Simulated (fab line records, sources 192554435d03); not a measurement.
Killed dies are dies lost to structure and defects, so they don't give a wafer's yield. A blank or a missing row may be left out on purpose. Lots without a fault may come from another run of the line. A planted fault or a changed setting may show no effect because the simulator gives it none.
One fault seen from 2 desks | flow n5_finfet | each desk has only its own numbers; what lay behind them comes last

THE METROLOGY DESK
What the gauges read, lot by lot, whatever tool the lot ran on: means of the sampled wafers that have a number. A lot is out of limits, marked OUT, if its mean lies more than 4 standard deviations from the usual mean; the brackets give that distance.
Columns: A = M8_ILD_THK at N5_BEOL_M8_THK_MEAS_01, usual 154.5 nm
lot  | first seen here | A
L207 | day 10 09:32    | 152.2
L209 | day 10 12:12    | 154.4
L211 | day 11 00:22    | 154.8
L210 | day 11 02:26    | 154.7
L213 | day 11 13:01    | 154.7
L214 | day 11 21:53    | 155.7
L218 | day 13 03:32    | 152.0
L222 | day 14 11:31    | 155.2
L226 | day 15 08:07    | 167.6 (+5.2) OUT
L228 | day 15 22:32    | 167.8 (+5.3) OUT
L229 | day 16 01:10    | 149.6
This desk's finding: out of limits on L226, L228; first on L226, day 15 08:07 (M8_ILD_THK at N5_BEOL_M8_THK_MEAS_01). In limits: L207, L209, L211, L210, L213, L214, L218, L222, L229.

THE TOOL OWNER'S DESK: pecvd-02
The tool's own readings at N5_BEOL_M8_ILD_DEP_00 (deposits SiCOH lowk from DEMS/porogen, target thk 179.75 nm, time 33.4 s): means of the sampled wafers that have a number, for each lot that ran on this tool. A lot is out of limits, marked OUT, if its mean lies more than 4 standard deviations from the usual mean; the brackets give that distance.
Columns: A = heater_power_w at N5_BEOL_M8_ILD_DEP_00, usual 293 W; B = showerhead_plenum_p_Torr at N5_BEOL_M8_ILD_DEP_00, usual 5.736 Torr; C = throttle_valve_pct at N5_BEOL_M8_ILD_DEP_00, usual 13.7 %
lot  | first seen here | A   | B     | C
L207 | day 10 08:56    | 270 | 5.726 | 14.2
L209 | day 10 11:36    | 280 | 5.723 | 14.0
L210 | day 11 01:45    | 302 | 5.742 | 13.5
L213 | day 11 12:08    | 270 | 5.741 | 14.3
L214 | day 11 20:13    | 280 | 5.727 | 14.2
L222 | day 14 10:28    | 272 | 5.732 | 14.1
L226 | day 15 06:48    | 297 | 5.738 | 13.8
L228 | day 15 21:49    | 280 | 5.739 | 14.8
This desk's finding: nothing out of limits on any of the 8 lots.

PUT TOGETHER
The metrology desk could have raised an alarm at day 15 08:07, on L226, L228.
The tool owner's desk saw nothing out of limits.
The tool owner's desk has L226, L228 on record, within its limits.
Of the lots named, all ran N5_BEOL_M8_ILD_DEP_00 on pecvd-02.

WHAT THE SIMULATOR HAD PUT IN
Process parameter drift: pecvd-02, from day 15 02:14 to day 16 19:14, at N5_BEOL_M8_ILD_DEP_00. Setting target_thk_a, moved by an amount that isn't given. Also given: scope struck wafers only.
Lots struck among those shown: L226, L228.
Hours from the fault's start to each desk's first reading out of limits: the metrology desk, 6.
